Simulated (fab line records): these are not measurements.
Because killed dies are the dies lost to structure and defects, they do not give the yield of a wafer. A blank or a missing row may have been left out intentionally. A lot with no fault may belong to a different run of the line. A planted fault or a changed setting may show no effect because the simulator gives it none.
fab line records	flow n5-finfet
[record] lots = 11	wafers = 28	last-day = 18
route steps=1938 shown BEOL_M2@859 BEOL_M4@1111 PASSIVATION@1936
lots that met no fault: taken from a fault-free run of the same line
start-h: hours from the record's first day to the start of the lot's first wafer shown	wait-h: time in hours since the lot's previous step	" same as the row above	L1.1+2: several wafers, shown together as one row	- no value, or no start was given	* or withheld: withheld	< > ~ a bound
route shown NAME@n: NAME is a module with steps in the file, n the number in the route of the first one	usual: mean and standard deviation over wafers with no fault	same: alike in all rows	chamber/n: place in a boat	sites: per-site readings	_std_site: standard deviation of those values	_edge_site: inner sites' mean taken away from outer sites' mean	radius-mm: for every site, how far away it sits from the centre of the wafer	mask NAME#n: copy n	behind: the most recent tool/chamber to have shaped the wafer	hold: cause of the lot's hold/its duration in hours/its outcome	device: the n, p or np transistor that did not switch	end of line: the tests these same wafers got at the end of their route	a step given without rows: its recipe and nothing more	killed: at the first sort, the dies lost to defects and structure; wafer yield is something else	map: dies across one wafer; x = killed, . = not, _ = none there
set.NAME: setting as actually run; set.NAME@STEP: the setting as run at that earlier step	model.NAME: the simulator's own value behind a step, which no gauge read
a sample of lots followed through the steps of the route, with each step as a table and each wafer as a row
services: a tool's chamber out of use, with start hour (start-h, from the record's first day; less than 0 if before it), hours out, and reason
[[steps]]
[step N5_BEOL_M2_ETCH_63]
[recipe] chemistry = CF4	target = SiARC	target-depth-a = 156	mask-material = CAR-EUV	time-s = 26	ion-energy-ev = 80	pressure-mtorr = 40	source-w = 545	bias-w = 36	Ar_flow_sccm = 100	cf4-flow-sccm = 100	ends = cleared
[usual] drypump-motor-current-A = 5.7/0.38	etch-rf-on-time-s = 25.9/0.73	oes-product-au = 0.70/0.083	rf-vpp-V = 184.3/1.2	showerhead-plenum-p-Torr = 2.17/0.056	throttle-valve-pct = 15.57/0.25
lot.wafer	tool	chamber	start-h	wait-h	drypump-motor-current-A	etch-rf-on-time-s	oes-product-au	rf-hours-counter-h	rf-vpp-V	showerhead-plenum-p-Torr	throttle-valve-pct
L340.1	rie-diel-05	3	145.70	0.0	6.1	26.0	0.59	221	183.8	2.11	15.81
L340.2	"	2	"	"	5.7	25.4	0.68	112	184.8	2.25	15.63
L340.4	"	0	"	"	5.3	27.3	0.80	2	184.6	2.10	15.36
L341.2	rie-diel-05	1	158.74	0.0	6.1	25.2	0.77	32	183.7	2.19	15.24
L341.3	"	0	"	"	5.3	27.5	0.78	7	182.5	2.10	15.38
L345.1	rie-diel-06	3	165.46	0.0	5.7	25.3	0.78	16	185.2	2.19	15.26
L345.3	"	2	"	"	6.4	25.6	0.83	8	185.5	2.18	15.26
L345.4	"	2	"	"	6.4	25.6	0.83	-	185.9	2.18	15.26
L348.5	rie-diel-04	3	186.71	0.0	5.3	24.7	0.62	-	184.1	2.12	15.97
L348.6	"	2	"	"	5.9	25.7	0.69	-	185.2	2.25	15.71
L353.1	rie-diel-06	0	225.32	0.0	5.3	26.8	0.57	226	181.5	2.05	15.87
L353.2	"	1	"	"	6.5	24.7	0.81	18	183.7	2.20	15.30
L353.3	"	2	"	"	6.4	26.5	0.78	31	185.6	2.17	15.28
L352.2	rie-diel-04	3	227.45	0.0	5.4	24.6	0.61	247	182.4	2.12	15.97
L352.3	"	1	"	"	5.4	26.0	0.60	249	183.4	2.19	15.79
L352.6	"	1	"	"	5.4	26.4	0.59	-	183.7	2.19	15.81
L354.2	rie-diel-05	1	230.70	0.0	6.1	25.3	0.73	50	183.5	2.18	15.28
L354.4	"	3	"	"	6.2	25.8	0.58	249	183.9	2.10	15.87
L354.6	"	0	"	"	5.3	27.0	0.74	-	183.8	2.10	15.42
L358.1	rie-diel-04	2	261.72	0.0	5.8	25.7	0.67	140	186.9	2.24	15.78
L358.6	"	1	"	"	5.4	25.6	0.82	-	185.2	2.19	15.33
L360.2	rie-diel-05	0	264.79	0.0	5.4	27.6	0.72	41	182.6	2.09	15.47
L360.4	"	2	"	"	5.7	25.8	0.64	-	185.2	2.23	15.70
L361.4	rie-diel-04	2	273.60	0.0	5.8	25.9	0.67	-	184.8	2.24	15.77
L361.5	"	1	"	"	5.4	25.5	0.81	-	184.6	2.19	15.34
L361.6	"	0	"	"	5.3	25.4	0.78	-	184.6	2.18	15.51
L362.2	rie-diel-05	1	275.50	0.0	6.1	25.5	0.72	68	183.9	2.18	15.30
L362.4	"	2	"	"	5.7	25.7	0.64	-	184.9	2.23	15.71
[step N5_BEOL_M2_INSPECT_30]
[recipe] mode = adi	inspect-instrument = brightfield
[usual] raw-defect-count = 404/82
lot.wafer	tool	chamber	start-h	wait-h	raw-defect-count
L340.1	defect-inspect-01	-	146.62	0.1	581
L340.2	"	-	"	"	489
L340.4	"	-	"	"	386
L341.2	defect-inspect-01	-	159.54	0.0	352
L341.3	"	-	"	"	305
L345.1	defect-inspect-02	-	166.41	0.1	279
L345.3	"	-	"	"	375
L345.4	"	-	"	"	228
L348.5	defect-inspect-02	-	187.49	0.0	264
L348.6	"	-	"	"	321
L353.1	defect-inspect-01	-	226.11	0.1	548
L353.2	"	-	"	"	444
L353.3	"	-	"	"	405
L352.2	defect-inspect-02	-	228.27	0.0	432
L352.3	"	-	"	"	392
L352.6	"	-	"	"	587
L354.2	defect-inspect-01	-	231.61	0.0	377
L354.4	"	-	"	"	360
L354.6	"	-	"	"	408
L358.1	defect-inspect-01	-	262.70	0.1	628
L358.6	"	-	"	"	643
L360.2	defect-inspect-02	-	265.71	0.0	401
L360.4	"	-	"	"	355
L361.4	defect-inspect-02	-	274.50	0.0	401
L361.5	"	-	"	"	389
L361.6	"	-	"	"	346
L362.2	defect-inspect-01	-	276.29	0.0	400
L362.4	"	-	"	"	482
[step N5_BEOL_M2_ETCHBACK_99]
[recipe] chemistry = CHF3	target = SiO2	target-depth-a = 50	time-s = 10.4	source-w = 215	bias-w = 47	Ar_flow_sccm = 200	CHF3_flow_sccm = 12	ion-energy-ev = 100	pressure-mtorr = 30
[usual] CHF3_flow_sccm = 12.00/0.035	bias-w = 46.99/0.14	drypump-motor-current-A = 5.8/0.39	oes-product-au = 0.82/0.099	rf-vpp-V = 244/8.2	showerhead-plenum-p-Torr = 2.17/0.051	throttle-valve-pct = 16.99/0.25
lot.wafer	tool	chamber	start-h	wait-h	CHF3_flow_sccm	bias-w	drypump-motor-current-A	oes-product-au	rf-hours-counter-h	rf-vpp-V	showerhead-plenum-p-Torr	throttle-valve-pct
L340.1	rie-diel-05	3	149.33	2.5	12.01	46.73	6.1	0.70	222	241	2.12	17.23
L340.2	"	2	"	"	11.98	47.39	5.7	0.79	113	249	2.24	16.95
L340.4	"	1	"	"	12.02	47.12	6.1	0.91	28	239	2.20	16.71
L341.2	rie-diel-06	3	164.88	5.1	11.99	46.96	5.7	0.90	16	237	2.18	16.64
L341.3	"	0	"	"	12.01	47.07	5.4	0.68	204	231	2.08	17.38
L345.1	rie-diel-05	3	171.46	4.6	12.00	47.17	6.2	0.69	230	242	2.12	17.27
L345.3	"	1	"	"	11.99	47.09	6.1	0.89	37	241	2.20	16.71
L345.4	"	3	"	"	11.97	46.85	6.1	0.69	-	242	2.12	17.24
L348.5	rie-diel-04	2	191.63	3.3	12.05	47.05	5.8	0.82	-	252	2.25	17.13
L348.6	"	3	"	"	11.99	47.07	5.3	0.72	-	220	2.12	17.32
L353.1	rie-diel-05	1	232.24	5.9	-	-	-	-	-	-	-	-
L353.2	"	0	"	"	-	-	-	-	-	-	-	-
L353.3	"	3	"	"	-	-	-	-	-	-	-	-
L352.2	rie-diel-05	0	246.00	17.5	-	-	-	-	-	-	-	-
L352.3	"	1	"	"	-	-	-	-	-	-	-	-
L352.6	"	0	"	"	-	-	-	-	-	-	-	-
L354.2	rie-diel-04	2	249.42	17.6	-	-	-	-	-	-	-	-
L354.4	"	0	"	"	-	-	-	-	-	-	-	-
L354.6	"	3	"	"	-	-	-	-	-	-	-	-
L360.2	rie-diel-04	2	271.27	5.3	11.97	47.17	5.8	0.79	144	250	2.24	17.17
L360.4	"	0	"	"	12.00	46.84	5.3	0.89	-	252	2.21	17.04
L358.1	rie-diel-04	1	274.71	11.7	11.98	47.09	5.4	0.94	10	237	2.18	16.69
L358.6	"	0	"	"	12.02	47.14	5.3	0.90	-	250	2.21	17.06
L362.2	rie-diel-04	0	281.26	4.8	12.04	47.16	5.3	0.89	30	251	2.21	17.04
L362.4	"	3	"	"	12.03	46.81	5.3	0.98	2	220	2.11	16.95
L361.4	rie-diel-05	0	286.09	11.4	11.97	46.90	5.3	0.84	-	245	2.10	16.99
L361.5	"	2	"	"	12.04	47.12	5.7	0.74	-	250	2.22	17.04
L361.6	"	1	"	"	12.03	47.23	6.1	0.83	-	242	2.18	16.78
[step N5_BEOL_M2_CD_MEAS_35]
[recipe] target-cd-nm = 18	target-cd-y-nm = 22.2	polarity = opening
[usual] cd-nm = 18.0/0.45
lot.wafer	tool	chamber	start-h	wait-h	cd-nm
L340.1	cd-sem-02	-	149.89	0.0	17.9
L340.2	"	-	"	"	17.3
L340.4	"	-	"	"	18.2
L341.2	cd-sem-01	-	165.44	0.0	18.7
L341.3	"	-	"	"	18.8
L345.1	cd-sem-03	-	172.01	0.0	18.5
L345.3	"	-	"	"	17.7
L345.4	"	-	"	"	18.0
L348.5	cd-sem-02	-	192.26	0.0	18.3
L348.6	"	-	"	"	17.0
L353.1	cd-sem-03	-	232.79	0.0	17.7
L353.2	"	-	"	"	18.1
L353.3	"	-	"	"	18.0
L352.2	cd-sem-01	-	246.55	0.0	18.3
L352.3	"	-	"	"	18.0
L352.6	"	-	"	"	18.2
L354.2	cd-sem-01	-	249.97	0.0	17.6
L354.4	"	-	"	"	17.9
L354.6	"	-	"	"	18.0
L360.2	cd-sem-02	-	271.82	0.0	18.7
L360.4	"	-	"	"	18.3
L358.1	cd-sem-03	-	275.26	0.0	16.8
L358.6	"	-	"	"	18.0
L362.2	cd-sem-03	-	281.81	0.0	18.5
L362.4	"	-	"	"	18.3
L361.4	cd-sem-03	-	286.63	0.0	17.6
L361.5	"	-	"	"	18.2
L361.6	"	-	"	"	17.8
[step N5_BEOL_M4_RC_MEAS_101]
[usual] DIBL_N = 36.1/2	DIBL_P = 36.3/2.5	IOFF_N = 0.16/0.037	IOFF_P = 0.21/0.039	ION_N = 678/15	ION_P = 465/8.7	SS_N = 71.4/0.7	SS_P = 73.3/0.74	VT_N = 249/3.6	VT_P = -250.0/2.9
lot.wafer	tool	chamber	start-h	wait-h	DIBL_N[mV/V]	DIBL_P[mV/V]	IOFF_N[nA/um]	IOFF_P[nA/um]	ION_N[uA/um]	ION_P[uA/um]	SS_N[mV/dec]	SS_P[mV/dec]	VT_N[mV]	VT_P[mV]
L340.1	prober-02	0	178.41	0.0	38.3	39.1	0.24	0.29	711	482	71.9	73.6	241	-245.8
L340.2	"	0	"	"	35.3	35.5	0.16	0.22	670	465	71.7	71.8	249	-248.4
L340.4	"	0	"	"	35.2	36.0	0.16	0.23	671	465	71.8	72.8	245	-249.0
L341.2	prober-01	0	191.52	0.2	35.7	35.4	0.14	0.17	675	457	70.6	73.0	254	-255.2
L341.3	"	0	"	"	37.6	37.8	0.18	0.22	674	460	72.1	74.7	249	-249.7
L345.1	prober-01	0	198.46	0.1	34.8	35.2	0.14	0.18	687	470	71.5	72.7	251	-250.1
L345.3	"	0	"	"	34.5	35.1	0.13	0.17	670	459	71.3	73.1	251	-251.9
L345.4	"	0	"	"	38.4	40.7	0.21	0.27	687	472	72.4	74.3	244	-245.6
L348.5	prober-01	0	234.30	0.6	33.9	33.0	0.12	0.17	663	464	71.1	72.9	255	-251.0
L348.6	"	0	"	"	37.4	38.3	0.17	0.26	678	469	71.9	74.4	249	-245.3
L360.2	prober-02	0	306.21	0.2	38.5	39.9	0.21	0.22	685	455	72.0	74.3	248	-252.6
L360.4	"	0	"	"	35.2	34.9	0.15	0.16	671	451	70.6	72.9	252	-256.1
L358.1	prober-02	0	308.27	0.0	34.5	35.3	0.15	0.20	690	476	71.0	72.5	249	-250.5
L358.6	"	0	"	"	34.3	35.2	0.13	0.19	660	453	70.8	72.5	252	-249.1
L362.2	prober-02	0	313.26	0.2	34.2	34.1	0.13	0.18	676	466	70.1	73.3	251	-251.3
L362.4	"	0	"	"	36.9	37.5	0.16	0.23	672	468	71.6	74.1	251	-249.1
L361.4	prober-01	0	325.44	0.5	39.8	41.0	0.25	0.31	702	476	72.3	74.4	242	-245.9
L361.5	"	0	"	"	36.3	37.9	0.17	0.25	687	474	71.1	74.2	246	-244.9
L361.6	"	0	"	"	37.8	38.1	0.21	0.24	689	460	72.4	74.1	244	-248.1
[step N5_PASSIVATION_PROBE_49]
[usual] defect-limited-yield = 91.1/1.3	killed_at_M0_to_M3 = 32/9.7	killed_at_M4_up = 16/6	killed-at-contacts = 12/5.9	killed-at-front-end = 41/11	killed-at-other = 4/3.1	killed-dies = 104/16	killed-on-rim = 14/4	killed-open = 68/12	killed-short = 34/7.4	sort_bin_5_function = 5.1/0.85	sort_bin_6_memory = 3.3/0.66	sort-n-pass = 1075/16	sort-yield-pct = 91.1/1.4
[same] gross-dies = 1180	killed-at-back-side = 0	sort_bin_4_leakage[%] = 0	sort_bin_8_speed[%] = 0
lot.wafer	tool	chamber	start-h	wait-h	defect-limited-yield[%]	killed_at_M0_to_M3	killed_at_M4_up	killed-at-contacts	killed-at-front-end	killed-at-other	killed-dies	killed-on-rim	killed-open	killed-short	sort_bin_5_function[%]	sort_bin_6_memory[%]	sort-n-pass	sort-yield-pct[%]
L348.5	prober-02	-	343.45	0.2	91.4	48	12	16	23	2	101	16	66	35	5.1	3.3	1079	91.4
L348.6	prober-02	-	343.50	0.3	92.2	30	14	13	31	4	92	8	65	26	4.7	2.9	1088	92.2
L353.1	prober-01	-	370.58	0.0	0	1101	15	14	49	1	1180	152	66	39	96.5	3.1	0	0
L353.2	prober-01	-	370.63	0.1	0	1086	30	5	57	2	1180	152	74	27	96.1	3.8	0	0
L353.3	prober-01	-	370.68	0.1	0	1097	17	15	51	0	1180	152	86	27	96.1	3.7	0	0
L352.2	prober-02	-	376.96	0.1	0	1102	22	12	42	2	1180	152	85	32	95.7	3.8	0	0
L352.3	prober-02	-	377.01	0.1	0	1104	28	10	35	3	1180	152	78	35	95.4	3.8	0	0
L352.6	prober-02	-	377.16	0.3	0	1113	23	18	26	0	1180	152	67	24	97.1	2.5	0	0
L354.2	prober-02	-	399.00	0.1	0	1112	10	10	48	0	1180	152	81	31	96.1	3.8	0	0
L354.4	prober-02	-	399.10	0.2	0	1094	11	14	53	8	1180	152	81	48	94.5	4.9	0	0
L354.6	prober-02	-	399.20	0.3	0	1127	6	11	33	3	1180	152	79	37	96.4	3.3	0	0
L360.2	prober-02	-	418.25	0.1	91.6	30	20	16	28	5	99	19	66	32	5.7	2.5	1081	91.6
L360.4	prober-02	-	418.35	0.2	92.7	25	20	2	36	3	86	11	51	32	4.4	2.5	1094	92.7
L358.1	prober-01	-	425.29	0.0	90.8	25	6	19	56	3	109	17	80	28	5.4	3.6	1071	90.8
L358.6	prober-01	-	425.54	0.3	90.8	41	7	9	49	3	109	15	66	41	4.8	3.9	1071	90.8
// killed by level:class
L348.5 MOL_CONTACT_COAG:geometric-particle:open=14 BEOL_M0_SAQP:geometric-particle:short=11 BEOL_M3:geometric-particle:open=10 BEOL_M0_SAQP:geometric-particle:open=8 BEOL_M2:geometric-particle:open=6 BEOL_M2:geometric-particle:short=6 FIN_SAQP:geometric-particle:open=4 STI_FIN_REVEAL:geometric-particle:open=3
L348.6 MOL_CONTACT_COAG:geometric-particle:open=11 BEOL_M0_SAQP:geometric-particle:open=8 BEOL_M0_SAQP:geometric-particle:short=8 FIN_SAQP:geometric-particle:open=6 BEOL_M4:geometric-particle:open=6 GATE_CUT:geometric-particle:short=4 STI_FIN_REVEAL:geometric-particle:open=4 GATE_CUT:geometric-particle:open=4
L353.1 BEOL_M2:area-etchback=1073 FIN_SAQP:geometric-particle:open=17 FIN_SAQP:geometric-particle:short=15 MOL_CONTACT_COAG:geometric-particle:open=12 BEOL_M2:geometric-particle:open=10 BEOL_M4:geometric-particle:open=7 BEOL_M0_SAQP:geometric-particle:short=6 BEOL_M2:geometric-particle:short=5
L353.2 BEOL_M2:area-etchback=1075 BEOL_M4:geometric-particle:open=17 FIN_SAQP:geometric-particle:open=16 FIN_SAQP:geometric-particle:short=13 MOL_CONTACT_COAG:geometric-particle:open=5 STI_FIN_REVEAL:geometric-particle:open=5 GATE_CUT:geometric-particle:open=5 STARTING-WAFER:geometric-particle:open=5
L353.3 BEOL_M2:area-etchback=1066 FIN_SAQP:geometric-particle:open=12 MOL_CONTACT_COAG:geometric-particle:open=11 BEOL_M2:geometric-particle:open=11 STI_FIN_REVEAL:geometric-particle:open=10 FIN_SAQP:geometric-particle:short=7 BEOL_M1:geometric-particle:open=7 DUMMY_GATE:geometric-particle:open=6
L352.2 BEOL_M2:area-etchback=1063 BEOL_M4:geometric-particle:open=16 STI_FIN_REVEAL:geometric-particle:open=13 MOL_CONTACT_COAG:geometric-particle:open=10 BEOL_M1:geometric-particle:open=9 BEOL_M0_SAQP:geometric-particle:open=8 DUMMY_GATE:geometric-particle:open=7 FIN_SAQP:geometric-particle:open=6
L352.3 BEOL_M2:area-etchback=1067 BEOL_M4:geometric-particle:open=15 STI_FIN_REVEAL:geometric-particle:open=14 BEOL_M1:geometric-particle:open=12 MOL_CONTACT_COAG:geometric-particle:open=7 BEOL_M4:geometric-particle:short=7 BEOL_M3:geometric-particle:open=7 DUMMY_GATE:geometric-particle:open=5
L352.6 BEOL_M2:area-etchback=1088 MOL_CONTACT_COAG:geometric-particle:open=14 BEOL_M4:geometric-particle:open=12 STI_FIN_REVEAL:geometric-particle:open=8 BEOL_M2:geometric-particle:open=8 BEOL_M1:geometric-particle:open=5 BEOL_M3:geometric-particle:open=5 MOL_CONTACT_COAG:geometric-particle:short=4
L354.2 BEOL_M2:area-etchback=1067 FIN_SAQP:geometric-particle:open=14 BEOL_M3:geometric-particle:open=12 BEOL_M0_SAQP:geometric-particle:open=11 FIN_SAQP:geometric-particle:short=10 BEOL_M2:geometric-particle:open=9 MOL_CONTACT_COAG:geometric-particle:open=7 BEOL_M0_SAQP:geometric-particle:short=7
L354.4 BEOL_M2:area-etchback=1051 FIN_SAQP:geometric-particle:open=14 MOL_CONTACT_COAG:geometric-particle:open=13 BEOL_M0_SAQP:geometric-particle:short=13 BEOL_M2:geometric-particle:open=11 FIN_SAQP:geometric-particle:short=10 BEOL_M0_SAQP:geometric-particle:open=7 BEOL_M3:geometric-particle:open=5
L354.6 BEOL_M2:area-etchback=1064 BEOL_M2:geometric-particle:open=16 BEOL_M0_SAQP:geometric-particle:short=14 BEOL_M0_SAQP:geometric-particle:open=13 FIN_SAQP:geometric-particle:open=11 MOL_CONTACT_COAG:geometric-particle:open=10 FIN_SAQP:geometric-particle:short=8 BEOL_M3:geometric-particle:open=8
L360.2 MOL_CONTACT_COAG:geometric-particle:open=11 BEOL_M4:geometric-particle:open=9 BEOL_M0_SAQP:geometric-particle:open=8 STI_FIN_REVEAL:geometric-particle:open=7 FIN_SAQP:geometric-particle:short=6 MOL_CONTACT_COAG:geometric-particle:short=5 BEOL_M0_SAQP:geometric-particle:short=5 BEOL_M2:geometric-particle:open=5
L360.4 BEOL_M4:geometric-particle:open=10 FIN_SAQP:geometric-particle:short=7 BEOL_M0_SAQP:geometric-particle:short=7 BEOL_M1:geometric-particle:open=7 GATE_CUT:geometric-particle:open=5 GATE_CUT:geometric-particle:short=5 BEOL_M2:geometric-particle:open=5 FIN_SAQP:geometric-particle:open=4
L358.1 MOL_CONTACT_COAG:geometric-particle:open=16 FIN_SAQP:geometric-particle:open=10 BEOL_M0_SAQP:geometric-particle:open=9 STI_FIN_REVEAL:geometric-particle:open=8 DUMMY_GATE:geometric-particle:open=7 BEOL_M3:geometric-particle:open=6 FIN_SAQP:geometric-particle:short=5 ILD0:geometric-particle:open=5
L358.6 BEOL_M0_SAQP:geometric-particle:short=11 FIN_SAQP:geometric-particle:open=9 FIN_SAQP:geometric-particle:short=9 BEOL_M0_SAQP:geometric-particle:open=9 STI_FIN_REVEAL:geometric-particle:open=8 BEOL_M2:geometric-particle:open=7 BEOL_M3:geometric-particle:open=7 GATE_CUT:geometric-particle:open=6
[[services]]
tool	chamber	start-h	hours	kind
rie-diel-05	0	124.16	-	clean
rie-diel-05	0	124.16	-	consumable-replace:focus-ring
rie-diel-05	0	124.16	14.1	scheduled-down
rie-diel-05	0	124.16	14.1	vent-cycle
rie-diel-05	0	167.07	5.0	repair
rie-diel-04	2	175.54	3.6	repair
rie-diel-05	1	183.42	12.0	repair
rie-diel-04	0	197.28	-	clean
rie-diel-04	0	197.28	-	consumable-replace:focus-ring
rie-diel-04	0	197.28	12.2	scheduled-down
rie-diel-04	0	197.28	12.2	vent-cycle
rie-diel-05	-	205.16	0.7	repair
rie-diel-05	-	218.37	0.1	repair
rie-diel-04	1	229.60	-	clean
rie-diel-04	1	229.60	-	consumable-replace:focus-ring
rie-diel-04	1	229.60	21.3	scheduled-down
rie-diel-04	1	229.60	21.3	vent-cycle
rie-diel-05	3	242.46	40.9	repair
rie-diel-04	1	252.29	3.0	repair
rie-diel-06	2	275.94	2.5	repair
rie-diel-05	3	283.73	-	clean
rie-diel-05	3	283.73	-	consumable-replace:focus-ring
rie-diel-05	3	283.73	26.2	scheduled-down
rie-diel-05	3	283.73	26.2	vent-cycle
[[key]]
[first-sign] step = N5_BEOL_M2_ETCHBACK_99	reading = tool-record	direction = missing
[effect] step = N5_PASSIVATION_PROBE_49	reading = killed_at_M0_to_M3	direction = up	sigmas = 99+	usual = 32	struck = 1104
[more-kills-born-at] N5_BEOL_M2_ETCHBACK_99@rie-diel-05 = 6432	N5_BEOL_M2_ETCHBACK_99@rie-diel-04 = 3182
met-at N5_BEOL_M2_ETCHBACK_99
struck-lots L352,L353,L354
later-rows-left-out L352.2,L352.3,L352.6,L353.1,L353.2,L353.3,L354.2,L354.4,L354.6
not-acting-at N5_BEOL_M2_ETCH_63,N5_BEOL_M2_INSPECT_30,N5_BEOL_M2_CD_MEAS_35
onset-between 191.63 232.24
[fault] kind = skipped-step-whole	tool = rie-diel-04,rie-diel-05	chamber = -	onset-h = 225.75	steps = N5_BEOL_M2_ETCHBACK_99	scope = struck-lots-only
// later-rows-left-out: the simulator's readings of these wafers behind a module that went badly wrong aren't trusted and aren't shown, but for the sort
